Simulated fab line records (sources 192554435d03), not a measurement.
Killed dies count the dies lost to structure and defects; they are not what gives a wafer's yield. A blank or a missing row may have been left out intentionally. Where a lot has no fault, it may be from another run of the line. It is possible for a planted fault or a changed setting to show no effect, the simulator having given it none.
Which tool did it? + flow n5 finfet + 12 lots, 36 wafers sampled, at 1 step of a route of 1938

## WHAT THE GAUGES READ, wafer by wafer
N5_BEOL_M2_THK_MEAS_53: measures by xrf.
| lot  | measured     | on            | M2_THK (nm)    |
|------|--------------|---------------|----------------|
| L075 | day 7 09:59  | film metro-02 | 38.4 40.2 39.4 |
| L076 | day 8 00:23  | film metro-01 | 40.6 40.1 38.5 |
| L079 | day 8 03:49  | film metro-01 | 40.3 41.0 40.4 |
| L081 | day 9 16:38  | film metro-02 | 37.8 37.6 39.4 |
| L083 | day 9 19:30  | film metro-02 | 40.9 40.8 41.3 |
| L085 | day 9 23:17  | film metro-01 | 40.9 39.2 42.5 |
| L087 | day 10 11:47 | film metro-02 | 40.3 42.2 41.1 |
| L089 | day 10 17:46 | film metro-01 | 38.2 39.9 41.6 |
| L092 | day 11 15:59 | film metro-01 | 42.0 43.1 40.1 |
| L093 | day 11 22:14 | film metro-01 | 41.5 43.5 40.5 |
| L095 | day 12 13:07 | film metro-02 | 40.0 40.5 40.6 |
| L097 | day 12 19:50 | film metro-02 | 42.6 40.4 39.5 |

## WHAT TOOL EACH LOT RAN ON (gives the tool, then ch and the chambers of the sampled wafers, and finally the start)
Record: no process step prior to these readings.

## THE ANSWER, worked out from the rows above alone
Rule: the usual values come from the lots themselves. Put in order of their means at a reading, lots are off if they are a third of the lots or fewer, leave a main group of 4 or more, and stand apart from it by a gap of 3 or more times the standard deviation of the main group's means; of several such gaps the widest counts. If all means in a main group match to the digits the tables above print for the reading, that group is not used. Also off: a lot with no number at a reading for which 4 or more lots have one. All remaining lots with rows at the step are treated as sound.
Nothing can be told from this: no lot is off at any reading shown.

## WHAT THE SIMULATOR PUT IN
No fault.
